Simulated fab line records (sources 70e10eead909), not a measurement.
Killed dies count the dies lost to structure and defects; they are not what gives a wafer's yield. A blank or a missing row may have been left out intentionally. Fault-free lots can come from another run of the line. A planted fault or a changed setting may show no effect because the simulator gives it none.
Chamber matching    flow nand-harc    NHARC_A_STAIRCASE_DEP_417 on pecvd-03 has 3 sister chambers
The step deposits Si3N4, target thk 60 nm. 27 wafers are shown with their chamber, then 12 later ones without.

WAFERS WITH THEIR CHAMBER
wafer   chamber  heater-power-w (W)
L075.3  0        789
L075.4  2        747
L075.6  1        653
L082.2  2        708
L082.3  0        795
L082.6  2        717
L084.1  0        774
L084.2  1        656
L084.5  0        805
L083.1  2        825
L083.3  1        615
L083.6  2        818
L086.1  1        656
L086.5  2        824
L086.6  1        628
L088.2  2        726
L088.3  0        782
L088.6  0        755
L085.1  1        671
L085.4  0        784
L085.6  2        701
L092.4  1        650
L092.5  1        663
L092.6  2        705
L091.1  2        756
L091.3  2        753
L091.4  1        564

SIGNATURES (averages over the wafers above)
reading         chamber 0  chamber 1  chamber 2  scatter within a chamber
heater-power-w  783.43     639.56     752.73     37.6
Rule: a wafer lies at a distance from a chamber equal to the root of the sum of squares, over the readings, of (its reading less the chamber's mean, divided by the reading's scatter). If the next closest chamber is less than 2 further off than the closest, the wafer can't be placed; otherwise it belongs to the closest. The scatter: take each reading less its chamber's mean, square it, sum over the shown wafers, divide by the number of wafers less the number of chambers, and take the root.

WAFERS MISSING THEIR CHAMBER
wafer   heater-power-w (W)
L094.4  598
L094.5  596
L094.6  792
L093.1  597
L093.3  682
L093.4  605
L096.3  792
L096.4  667
L096.6  818
L097.1  821
L097.2  812
L097.4  819

WHICH CHAMBER EACH WENT THROUGH
wafer   from the rows above           in truth
L094.4  1                             1
L094.5  1                             1
L094.6  can't be placed: 0 or 2       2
L093.1  1                             1
L093.3  can't be placed: 1 or 2 or 0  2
L093.4  1                             1
L096.3  can't be placed: 0 or 2       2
L096.4  can't be placed: 1 or 2       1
L096.6  can't be placed: 0 or 2       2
L097.1  can't be placed: 0 or 2       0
L097.2  can't be placed: 0 or 2       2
L097.4  can't be placed: 0 or 2       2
Correctly placed: 4 of 12. Unplaceable from these rows: 8, with the true chamber sitting among the candidates in 8. 0 placed wrongly.
